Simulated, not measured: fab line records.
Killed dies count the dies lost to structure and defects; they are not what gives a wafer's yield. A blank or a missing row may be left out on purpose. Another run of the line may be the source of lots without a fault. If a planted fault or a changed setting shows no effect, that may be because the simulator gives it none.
Struck lot and sound lot, side by side	flow n5_finfet	26 out of 1938 route steps
Sound: these wafers, L543.3, L543.4, L543.6. Wafers struck: L545.1, L545.2, L545.4. Last of all comes the cause.
For every step that has rows: the tool of each side, followed by ch and its chambers, followed by its first start. Under that, the readings that differ: sound wafers	struck wafers	difference of the means	sigmas: that difference in standard deviations of wafers without a fault.
alike: readings whose means differ by less than 2 such deviations, and words and numbers that are the same on both sides. not compared: withheld readings, readings that some wafer has no value for, bounds like >300 that may hide the same value, and numbers for which the record gives no deviation and whose values overlap.
The two part at a step that has a row with sigmas, a row that says differs or no value, or rows on one side only. When numbers do not overlap yet have no deviation, they are printed without sigmas and do not part them. Lack of a reading on every wafer of one side parts them only where that side has two or more wafers.

first, 1 step without rows for these wafers: N5_BEOL_M13_SPUTTER_44 (material Ta, target thk 10 nm, time 16.13 s).
N5_BEOL_M13_SPUTTER_45: material Cu, target thk 80 nm, time 13.33 s.
  sound: pvd_sputter-02 at day 12 03:25; struck: pvd_sputter-02 at day 12 19:23
  alike: throttle_valve_pct
then, 1 step without rows for these wafers: N5_BEOL_M13_ECD_47 (material Cu, target thk 936 nm).
N5_BEOL_M13_ANNEAL_48: time 90 s.
  sound on rtp_anneal-01 ch 0, day 12 04:42; struck on rtp_anneal-02 ch 0, day 12 19:40
  alike: wafer_temp_C_max
N5_BEOL_M13_CMP_49: polishes, stops on SiOC, t overpolish 17.1 s, target thk 420 nm.
  sound on cmp-03 ch 1,3, day 12 04:58; struck on cmp-03 ch 1,2,3, day 12 19:58
reading	sound	struck	difference	sigmas
overpolish_run_s (s)	17.118 17.110 17.122	17.101 17.090 17.094	-0.022	-2
  alike: barrier_field_endpoint_s, motor_current_A, retaining_ring_pressure_frac
N5_BEOL_M13_THK_MEAS_50: measures by xrf.
  sound: film_metro-01 at day 12 05:13; struck: film_metro-02 at day 12 20:15
  alike: M13_THK
then, 1 step without rows for these wafers: N5_BEOL_M13_PRE_CLEAN_52 (time 15 s).
N5_BEOL_M13_DEP_53: deposits SiCN from 3MS/NH3, target thk 50 nm, time 17.8 s.
  sound on pecvd-01 ch 0,1,2, day 12 05:17; struck on pecvd-01 ch 0,1,2, day 12 20:19
  alike: showerhead_plenum_p_Torr, throttle_valve_pct
N5_BEOL_M13_RS_MEAS_54: a four-point-probe measurement.
  sound: film_metro-01 at day 12 05:20; struck: film_metro-02 at day 12 20:23
  alike: M13_RS
N5_BEOL_M13_INSPECT_55: inspects for defects (darkfield).
  sound: defect_inspect-02 at day 12 05:22; struck: defect_inspect-01 at day 12 20:25
  alike: raw_defect_count
then, 1 step without rows for these wafers: N5_BEOL_M14_ILD_DEP_00 (deposits SiO2 from TEOS/O2, target thk 1119.3 nm, time 237.4 s).
N5_BEOL_M14_THK_MEAS_01:
  sound: film_metro-02 at day 12 05:36; struck: film_metro-01 at day 12 20:43
  alike: M14_ILD_THK
N5_BEOL_M14_COAT_58: time 60 s, resist thk 89 nm.
  sound on litho_track-01 ch 0, day 12 05:38; struck on litho_track-04 ch 0, day 12 20:44
reading	sound	struck	difference	sigmas
spin_speed_rpm (rpm)	1500.2 1500.3 1499.3	1781.4 1781.8 1784.1	+282.5	+99 or more
model.BARC_of_BEOL_M14_COAT_58.thk_nm (nm)	89 88.6 88.8	82 82.2 81.8	-7	
  alike: heater_power_total_W, plate_temp_C
then, 7 steps without rows for these wafers: N5_BEOL_M14_COAT_04 (resist thk 800 nm); N5_BEOL_M14_EBR_06; N5_BEOL_M14_SOFTBAKE_05 (time 60 s); N5_BEOL_M14_EXPOSE_07 (exposes mask V13); N5_BEOL_M14_PEB_08 (peb time 90 s); N5_BEOL_M14_DEVELOP_09 (develop time 45 s); N5_BEOL_M14_HARDBAKE_14 (time 120 s).
N5_BEOL_M14_CD_MEAS_10: target cd 250 nm.
  sound on cd_sem-01 ch 0, day 12 05:54; struck on cd_sem-03 ch 0, day 12 21:08
  alike: cd_nm
N5_BEOL_M14_OVL_MEAS_11:
  sound on overlay-01 ch 0, day 12 05:56; struck on overlay-01 ch 0, day 12 21:10
  alike: V13_OVL
N5_BEOL_M14_INSPECT_12: inspects for defects (macro).
  sound: defect_inspect-02 at day 12 05:58; struck: defect_inspect-02 at day 12 21:12
  alike: raw_defect_count
N5_BEOL_M14_DESCUM_15: chemistry O2, time 7.9 s.
  sound on rie_diel-04 ch 1,3, day 12 06:00; struck on rie_diel-03 ch 0,1,2, day 12 21:17
reading	sound	struck	difference	sigmas
throttle_valve_pct (%)	20.75 20.28 20.75	20.19 20.11 20.39	-0.36	-2
  alike: drypump_motor_current_A, oes_product_au, rf_vpp_V, showerhead_plenum_p_Torr
  not compared: rf_hours_counter_h
N5_BEOL_M14_ETCH_59: etches BARC in N2/H2, target depth 89 nm, overetch 26.7 nm, time 67.9 s.
  sound on rie_diel-04 ch 1,3, day 12 06:02; struck on rie_diel-03 ch 0,1,2, day 12 21:19
reading	sound	struck	difference	sigmas
throttle_valve_pct (%)	18.31 17.65 18.33	17.57 17.56 17.91	-0.42	-2
model.etch.depth_nm (nm)	88.97 88.61 88.75	82.09 82.18 81.71	-6.78	
  alike: drypump_motor_current_A, oes_product_au, rf_vpp_V, showerhead_plenum_p_Torr
  not compared: rf_hours_counter_h
then, 1 step without rows for these wafers: N5_BEOL_M14_VIA_ETCH_16 (etches SiO2 in C4F8/O2/Ar, target depth 1231.3 nm).

== WHERE THEY PART ==
First at N5_BEOL_M13_CMP_49; last, within this record, at N5_BEOL_M14_ETCH_59.

WHY: the cause the simulator had injected
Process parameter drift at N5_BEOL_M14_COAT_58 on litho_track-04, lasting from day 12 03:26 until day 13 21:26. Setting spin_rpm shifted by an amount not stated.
